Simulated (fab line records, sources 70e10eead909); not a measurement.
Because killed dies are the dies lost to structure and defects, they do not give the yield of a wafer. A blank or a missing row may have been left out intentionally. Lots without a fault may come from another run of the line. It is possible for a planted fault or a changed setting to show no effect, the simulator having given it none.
Matching of chambers | flow nandHarc | NHARC_A_M1_DESCUM_14 on rieDiel-07: 4 sister chambers
The step chemistry O2, time 3 s. 4 wafers are shown with their chamber, then 8 later ones without.

== WAFERS, EACH WITH ITS CHAMBER ==
wafer  | chamber | drypumpMotorCurrentA (A)
L083.1 | 3       | 5.93
L091.5 | 2       | 6.16
L091.6 | 1       | 6.06
L093.2 | 0       | 5.51

== WAFERS WHOSE CHAMBER IS MISSING ==
wafer  | drypumpMotorCurrentA (A)
L093.4 | 5.92
L093.5 | 6.07
L096.1 | 5.48
L096.2 | 6.11
L096.5 | 6.06
L097.3 | 6.13
L097.4 | 6.05
L097.5 | 6.17

== WHICH CHAMBER EACH ONE RAN IN ==
wafer  | from the rows above     | in truth
L093.4 | 3                       | 3
L093.5 | 1                       | 1
L096.1 | 0                       | 0
L096.2 | can't be placed: 2 or 1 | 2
L096.5 | 1                       | 1
L097.3 | can't be placed: 2 or 1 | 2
L097.4 | 1                       | 1
L097.5 | 2                       | 2
Correctly placed: 6 of 8. Cannot be placed on the basis of these rows: 2; the candidates contain the true chamber in 2. Wrongly placed: 0.
How it was worked out, from the rows above alone: a wafer's distance from a chamber is the root of the sum, over the readings, of the square of ((its reading less the chamber's mean) divided by the reading's scatter). The wafer belongs to the nearest chamber; if the next one is less than 2 further off, it can't be placed. A chamber's mean is the mean of its shown wafers. The scatter: root of mean squared gap, hidden wafer to nearest shown wafer, with one shown wafer a chamber.
